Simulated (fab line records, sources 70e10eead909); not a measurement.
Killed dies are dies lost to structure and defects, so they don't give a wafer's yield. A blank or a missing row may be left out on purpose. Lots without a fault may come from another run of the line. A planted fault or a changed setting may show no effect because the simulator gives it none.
One fault seen from 2 desks | flow nand_harc | each desk has only its own numbers; what lay behind them comes last

THE METROLOGY DESK
What the gauges read, lot by lot, whatever tool the lot ran on: means of the sampled wafers that have a number. A lot is out of limits, marked OUT, if its mean lies more than 4 standard deviations from the usual mean; the brackets give that distance.
Columns: A = cd_nm at NHARC_A_ZERO_WELL_CD_MEAS_10, usual 2000.4 nm; B = thk_nm at NHARC_A_ONON_D1_THK_MEAS_14, usual 1002 nm; C = thk_nm at NHARC_A_ONON_D1_THK_MEAS_27, usual 996 nm
lot  | first seen here | A      | B    | C
L893 | day 6 20:40     | 2004.0 | 992  | 996
L894 | day 7 09:53     | 2004.4 | 1008 | 992
L895 | day 7 10:02     | 1999.8 | 1008 | 1007
L897 | day 8 02:24     | 1999.9 | 990  | 991
L898 | day 8 14:57     | 1999.8 | 989  | 985
L899 | day 9 05:09     | 1998.7 | 991  | 995
L904 | day 11 03:47    | 2000.8 | 1009 | 839 (-19) OUT
L906 | day 12 01:36    | 1999.8 | 1005 | 854 (-17) OUT
L909 | day 13 09:41    | 1998.4 | 999  | 1009
L911 | day 14 01:46    | 1999.9 | 1005 | 990
L912 | day 14 18:31    | 2000.4 | 987  | 982
L913 | day 15 05:58    | 2002.0 | 992  | 999
L915 | day 15 22:56    | 1999.6 | 992  | 1000
L916 | day 16 10:06    | 2000.6 | 1016 | 1002
This desk's finding: out of limits on L904, L906; first on L904, day 12 17:30 (thk_nm at NHARC_A_ONON_D1_THK_MEAS_27). In limits: L893, L894, L895, L897, L898, L899, L909, L911, L912, L913, L915, L916.

THE DEFECT DESK
What the inspections along the route counted, lot by lot: means of the sampled wafers that have a number. A lot is out of limits, marked OUT, if its mean lies more than 4 standard deviations from the usual mean; the brackets give that distance.
Columns: A = raw_defect_count at NHARC_A_ZERO_WELL_INSPECT_17, usual 10
lot  | first seen here | A
L893 | day 6 22:11     | 5
L894 | day 7 11:38     | 11
L895 | day 7 11:51     | 10
L897 | day 8 03:52     | 8
L898 | day 8 16:25     | 6
L899 | day 9 06:40     | 7
L904 | day 11 05:17    | 7
L906 | day 12 03:04    | 9
L909 | day 13 11:08    | 6
L911 | day 14 03:17    | 13
L912 | day 14 19:58    | 7
L913 | day 15 07:25    | 6
L915 | day 16 00:24    | 11
L916 | day 16 11:36    | 12
This desk's finding: nothing out of limits on any of the 14 lots.

PUT TOGETHER
The metrology desk could have raised an alarm at day 12 17:30, on L904, L906.
The defect desk saw nothing out of limits.
The defect desk has L904, L906 on record, within its limits.
Of the lots named, all ran NHARC_A_ONON_D1_DEP_25 on pecvd_onon-03.

WHAT THE SIMULATOR HAD PUT IN
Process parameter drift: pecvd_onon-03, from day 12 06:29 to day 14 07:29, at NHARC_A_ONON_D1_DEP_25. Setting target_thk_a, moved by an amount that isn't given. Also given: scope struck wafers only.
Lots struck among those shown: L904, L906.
Hours from the fault's start to each desk's first reading out of limits: the metrology desk, 11.
